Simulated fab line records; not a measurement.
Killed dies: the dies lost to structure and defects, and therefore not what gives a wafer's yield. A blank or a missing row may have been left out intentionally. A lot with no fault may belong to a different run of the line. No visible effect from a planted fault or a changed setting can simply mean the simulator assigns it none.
Which tool was responsible?	flow nandHarc	13 lots, 38 wafers sampled, at 6 steps of a route of 1159

## WHAT THE GAUGES SHOWED, per wafer
NHARC_A_ONON_D1_THK_MEAS_18: measures by ellipsometry. Usual: thkNm at 1003 nm, with a standard deviation of 9.7.
lot	measured	on	thkNm (nm)	flag
L976	day 7 16:59	filmMetro-01	988 989 988	
L977	day 8 08:02	filmMetro-01	997 997 997	
L979	day 8 16:34	filmMetro-02	989 984 987	
L978	day 8 16:20	filmMetro-02	990 990 989	
L984	day 9 21:48	filmMetro-01	1004 1004 1003	
L985	day 10 08:23	filmMetro-02	1000 998 997	
L986	day 10 17:14	filmMetro-01	1000 1447 1001	OFF
L987	day 11 00:58	filmMetro-01	1003 1449 1003	OFF
L991	day 11 17:49	filmMetro-02	1012 1457	OFF
L993	day 12 00:26	filmMetro-02	1017 1019 1018	
L995	day 12 20:01	filmMetro-02	996 995 995	
L996	day 13 00:14	filmMetro-02	998 999 999	
L999	day 13 09:04	filmMetro-01	1002 1003 1002	

NHARC_A_CHANNEL_HOLE_D1_OVL_MEAS_11. Usual: overlayXNm 0.0 nm, standard deviation 0.99; overlayYNm 0.4 nm, standard deviation 0.79.
lot	measured	on	overlayXNm (nm)	overlayYNm (nm)	flag
L976	day 7 22:43	overlay-02	1.0 0.8 1.0	0.4 0.5 0.6	
L977	day 8 14:15	overlay-02	-0.8 0.2 -0.2	-0.7 -0.4 -0.6	
L979	day 8 23:25	overlay-02	-1.7 -1.4 -1.1	-0.2 0.0 -0.2	
L978	day 8 22:28	overlay-01	-0.5 -0.3 -1.1	-0.2 0.4 0.0	
L984	day 10 03:17	overlay-01	0.3 -0.5 0.1	0.3 0.3 0.1	
L985	day 10 14:35	overlay-02	0.0 -0.2 -0.1	0.0 -0.3 0.4	
L986	day 10 23:41	overlay-02	0.3 0.6	1.4 1.8	
L987	day 11 08:30	overlay-01	-0.1 -0.3	0.5 0.2	
L991	day 12 00:58	overlay-01	-1.7	0.6	
L993	day 12 06:35	overlay-01	-0.1 -0.1 -0.3	-0.2 0.0 -0.1	
L995	day 13 02:34	overlay-01	-0.4 0.2 -0.3	-0.6 -0.9 -0.1	
L996	day 13 05:52	overlay-02	1.8 1.5 1.7	0.4 0.7 0.8	
L999	day 13 15:38	overlay-02	0.4 1.1 0.5	1.7 1.4 1.5	

NHARC_END_SORT_01. Usual: killedAtArray 31, standard deviation 12; killedAtOther 0.6, standard deviation 0.85; killedAtPeriphery 3.0, standard deviation 2.3; killedDies 35, standard deviation 12; killedOpen 3.2, standard deviation 1.9; killedShort 1.8, standard deviation 1.4.
lot	measured	on	killedAtArray	killedAtOther	killedAtPeriphery	killedDies	killedOpen	killedShort	flag
L986	day 22 04:41	prober-01	45 673 31	1 2 1	1 2 0	47 677 32	4 3 1	2 1 0	OFF
L987	day 22 13:14	prober-02	55 672 42	0 0 0	3 5 5	58 677 47	4 3 4	3 1 4	OFF
L991	day 23 07:27	prober-01	34 673	0 1	2 3	36 677	1 5	2 2	OFF

## WHICH TOOL RAN EACH LOT (tool, then ch and the chambers of the sampled wafers, then the start)
lot	NHARC_A_ZERO_WELL_ETCH_19	NHARC_A_ONON_D1_DEP_16	NHARC_A_CHANNEL_HOLE_D1_DEP_00
L976	rieDiel-12 ch 0,3, day 6 08:14	pecvdOnon-04 ch 0, day 7 16:28	aclDep-03 ch 0, day 7 19:57
L977	rieDiel-07 ch 0,2,3, day 6 18:27	pecvdOnon-02 ch 0, day 8 07:31	aclDep-03 ch 0, day 8 11:31
L979	rieDiel-12 ch 1,2, day 7 07:50	pecvdOnon-04 ch 0, day 8 16:03	aclDep-02 ch 0, day 8 20:41
L978	rieDiel-07 ch 0,1, day 7 08:38	pecvdOnon-03 ch 0, day 8 15:53	aclDep-01 ch 0, day 8 20:10
L984	rieDiel-12 ch 0,1,3, day 8 15:05	pecvdOnon-04 ch 0, day 9 21:17	aclDep-01 ch 0, day 10 00:40
L985	rieDiel-12 ch 0,1, day 8 22:29	pecvdOnon-02 ch 0, day 10 08:03	aclDep-02 ch 0, day 10 12:56
L986	rieDiel-12 ch 0,2, day 9 08:31	pecvdOnon-02 ch 0, day 10 16:44	aclDep-01 ch 0, day 10 21:00
L987	rieDiel-07 ch 0,1, day 9 16:16	pecvdOnon-02 ch 0, day 11 00:31	aclDep-01 ch 0, day 11 06:11
L991	rieDiel-07 ch 0,1, day 10 07:01	pecvdOnon-02 ch 0, day 11 17:26	aclDep-01 ch 0, day 11 22:53
L993	rieDiel-11 ch 1,2, day 10 16:34	pecvdOnon-04 ch 0, day 11 23:55	aclDep-03 ch 0, day 12 03:49
L995	rieDiel-12 ch 1,2,3, day 11 11:50	pecvdOnon-04 ch 0, day 12 19:30	aclDep-03 ch 0, day 12 23:49
L996	rieDiel-12 ch 0,1,2, day 11 16:16	pecvdOnon-04 ch 0, day 12 23:47	aclDep-01 ch 0, day 13 03:26
L999	rieDiel-11 ch 0,1,2, day 11 23:43	pecvdOnon-03 ch 0, day 13 08:40	aclDep-02 ch 0, day 13 13:32
- NHARC_A_ZERO_WELL_ETCH_19: etches the open film in N2/H2, target depth 80 nm, overetch 24 nm, time 87.88 s.
- NHARC_A_ONON_D1_DEP_16: target thk 1000 nm.
- NHARC_A_CHANNEL_HOLE_D1_DEP_00: deposits aC, target thk 3100 nm.

## WHAT THE TOOLS THEMSELVES READ (means of the sampled wafers that have a number; where no wafer has one, the mark that the record gives instead)
NHARC_A_ZERO_WELL_ETCH_19. Usual: biasW 150.0 W, standard deviation 0.5; drypumpMotorCurrentA 5.6 A, standard deviation 0.51; oesProductAu 0.997 a.u., standard deviation 0.0067; rfVppV 429.9 V, standard deviation 2.6; showerheadPlenumPTorr 2.02 Torr, standard deviation 0.089; throttleValvePct 14.171 %, standard deviation 0.009.
lot	tool	biasW (W)	drypumpMotorCurrentA (A)	oesProductAu (a.u.)	rfVppV (V)	showerheadPlenumPTorr (Torr)	throttleValvePct (%)	flag
L976	rieDiel-12	150.2	5.7	1.002	429.8	2.00	14.175	
L977	rieDiel-07	150.2	5.6	0.990	430.3	2.05	14.170	
L979	rieDiel-12	150.3	5.5	0.994	432.4	2.10	14.179	
L978	rieDiel-07	150.1	5.7	1.005	427.8	1.96	14.172	
L984	rieDiel-12	149.9	5.7	0.994	429.8	2.03	14.170	
L985	rieDiel-12	150.3	5.4	0.998	432.2	2.11	14.171	
L986	rieDiel-12	150.2	5.5	1.003	431.3	2.07	14.169	
L987	rieDiel-07	149.8	5.5	0.996	428.6	1.96	14.170	
L991	rieDiel-07	149.8	5.6	1.001	428.2	1.96	14.174	
L993	rieDiel-11	149.8	5.7	0.999	428.3	1.92	14.184	
L995	rieDiel-12	150.9	5.8	0.997	429.9	2.04	14.174	
L996	rieDiel-12	149.9	5.4	0.997	432.2	2.09	14.173	
L999	rieDiel-11	149.6	5.6	1.002	427.8	1.97	14.173	

NHARC_A_CHANNEL_HOLE_D1_DEP_00. Usual: throttleValvePct at 35.000 %, with a standard deviation of 0.0091.
lot	tool	throttleValvePct (%)	flag
L976	aclDep-03	35.004	
L977	aclDep-03	35.009	
L979	aclDep-02	35.001	
L978	aclDep-01	34.990	
L984	aclDep-01	34.996	
L985	aclDep-02	35.004	
L986	aclDep-01	34.996	
L987	aclDep-01	35.004	
L991	aclDep-01	34.987	
L993	aclDep-03	35.000	
L995	aclDep-03	35.004	
L996	aclDep-01	35.002	
L999	aclDep-02	35.004	

## THE ANSWER, worked out from the rows above alone
Rule: a lot counts as off when the mean over its wafers that have a number is more than 3 standard deviations away from the usual mean. Also off: a lot with no number at a reading for which 4 or more lots have one. Any other lot the step has rows for is counted as sound. Order of review: gauges by route order, followed by the tools' own readings, for which a lot's mean as printed above is used. The first step at which some lot is off is used, and at that step the reading that is off furthest; a lot without a number counts as furthest.
Off at NHARC_A_ONON_D1_THK_MEAS_18 (thkNm): L986, L987, L991.
A tool fits if, at a process step before that reading, it ran every lot that is off, and no sound lot after the first of them. Not tried: the gauges at NHARC_A_ONON_D1_THK_MEAS_18; whatever is off there is also off at NHARC_END_SORT_01, on other tools, and gauge error can't account for it. One fits: pecvdOnon-02 at NHARC_A_ONON_D1_DEP_16. A fault onset in the window from L985 (day 10 08:03, its last sound lot) to L986 (day 10 16:44, its first lot off) fits.

## WHAT THE SIMULATOR PUT IN
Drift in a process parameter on pecvdOnon-02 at NHARC_A_ONON_D1_DEP_16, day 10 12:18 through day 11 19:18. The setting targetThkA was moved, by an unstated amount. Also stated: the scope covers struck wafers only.
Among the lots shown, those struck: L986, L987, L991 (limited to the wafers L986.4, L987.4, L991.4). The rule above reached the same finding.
